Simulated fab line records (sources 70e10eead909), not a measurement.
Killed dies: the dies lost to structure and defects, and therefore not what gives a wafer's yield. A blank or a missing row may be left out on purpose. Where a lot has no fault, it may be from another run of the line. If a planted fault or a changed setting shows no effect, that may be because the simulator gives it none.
2 desks, one fault -- flow nandHarc -- what lay behind the numbers comes last; until then each desk has only its own

THE DEFECT DESK
What the inspections along the route counted, lot by lot: means of the sampled wafers that have a number. If a lot's mean is further than 4 standard deviations from the usual mean, the lot is out of limits and carries the mark OUT (the distance appears in the brackets).
Columns: A = rawDefectCount at NHARC_P_BONDPAD_INSPECT_23, usual 336
lot,first seen here,A
L845,day 7 00:33,292
L846,day 7 16:23,289
L847,day 8 02:07,354
L848,day 8 11:24,345
L850,day 9 05:30,248
L852,day 9 22:11,287
L854,day 10 16:32,330
L859,day 12 20:42,466
L858,day 12 20:55,471
L861,day 13 17:49,252
L862,day 14 00:33,313
L863,day 14 19:56,295
L864,day 15 00:20,214
L867,day 16 15:54,239
Finding of this desk: none of the 14 lots has anything out of limits.

FROM THE METROLOGY DESK
What the gauges read, lot by lot, whatever tool the lot ran on: means of the sampled wafers that have a number. If a lot's mean is further than 4 standard deviations from the usual mean, the lot is out of limits and carries the mark OUT (the distance appears in the brackets).
Columns: A = thkNm at NHARC_P_BONDPAD_THK_MEAS_20, usual 160.6 nm; B = thkNm at NHARC_A_ONON_D1_THK_MEAS_02, usual 1001 nm
lot,first seen here,A,B
L845,day 7 00:20,162.5,991
L846,day 7 16:10,161.4,988
L847,day 8 01:55,162.0,1010
L848,day 8 11:11,161.2,1064 (+6.3) OUT
L850,day 9 05:16,159.6,1048 (+4.7) OUT
L852,day 9 21:59,161.2,1046 (+4.5) OUT
L854,day 10 16:20,163.2,1011
L859,day 12 20:30,158.7,993
L858,day 12 20:41,160.6,1019
L861,day 13 17:36,160.0,997
L862,day 14 00:20,161.1,997
L863,day 14 19:44,159.7,993
L864,day 15 00:07,158.7,997
L867,day 16 15:42,160.4,1008
This desk finds L848, L850, L852 out of limits, L848 being first, at day 9 12:18 (thkNm at NHARC_A_ONON_D1_THK_MEAS_02). L845, L846, L847, L854, L859, L858, L861, L862, L863, L864, L867: within limits.

TAKEN TOGETHER
The metrology desk could have raised an alarm at day 9 12:18, on L848, L850, L852.
The defect desk saw nothing out of limits.
The defect desk has L848, L850, L852 on record, within its limits.
On pecvdOnon-01, each named lot ran NHARC_A_ONON_D1_DEP_00.

WHAT THE SIMULATOR HAD INSERTED
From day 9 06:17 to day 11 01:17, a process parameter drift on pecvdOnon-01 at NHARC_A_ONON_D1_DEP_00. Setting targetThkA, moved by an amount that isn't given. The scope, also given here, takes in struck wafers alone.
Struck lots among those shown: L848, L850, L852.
Time in hours between the start of the fault and the first out-of-limits reading at each desk: metrology desk, 6.
